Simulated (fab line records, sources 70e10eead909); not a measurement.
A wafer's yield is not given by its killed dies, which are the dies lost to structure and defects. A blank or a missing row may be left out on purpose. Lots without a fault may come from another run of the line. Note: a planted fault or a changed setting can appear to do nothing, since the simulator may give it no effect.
Matching of chambers -- flow nandHarc -- NHARC_A_STAIRCASE_DEP_325 on pecvd-04 has 3 sister chambers
The step deposits SiO2, target thk 3800 nm. 3 wafers are shown with their chamber, then 11 later ones without.

## WAFERS PAIRED WITH THEIR CHAMBERS
wafer,chamber,heaterPowerW (W)
L085.1,1,860
L085.3,0,761
L088.1,2,610

## WAFERS WITHOUT THEIR CHAMBER
wafer,heaterPowerW (W)
L088.3,915
L088.5,688
L091.2,880
L091.3,781
L091.5,504
L093.2,915
L093.4,484
L093.5,722
L095.1,812
L095.3,819
L095.5,702

## THE CHAMBER EACH PASSED THROUGH
wafer,from the rows above,in truth
L088.3,can't be placed: 1 or 0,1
L088.5,can't be placed: 0 or 2 or 1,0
L091.2,can't be placed: 1 or 0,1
L091.3,can't be placed: 0 or 1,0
L091.5,2,2
L093.2,can't be placed: 1 or 0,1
L093.4,2,2
L093.5,can't be placed: 0 or 2 or 1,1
L095.1,can't be placed: 1 or 0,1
L095.3,can't be placed: 1 or 0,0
L095.5,can't be placed: 0 or 2 or 1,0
Correctly placed: 2 of 11. These rows do not allow placing 9 (true chamber among the candidates in 9). Placed wrongly: 0.
How it was worked out, from the rows above alone: a wafer's distance from a chamber is the root of the sum, over the readings, of the square of ((its reading less the chamber's mean) divided by the reading's scatter). The wafer belongs to the nearest chamber; if the next one is less than 2 further off, it can't be placed. The mean given for a chamber averages the wafers shown for that chamber. The scatter (one wafer shown for each chamber): square how far every hidden wafer sits from the nearest shown wafer, average those squares and take the square root.
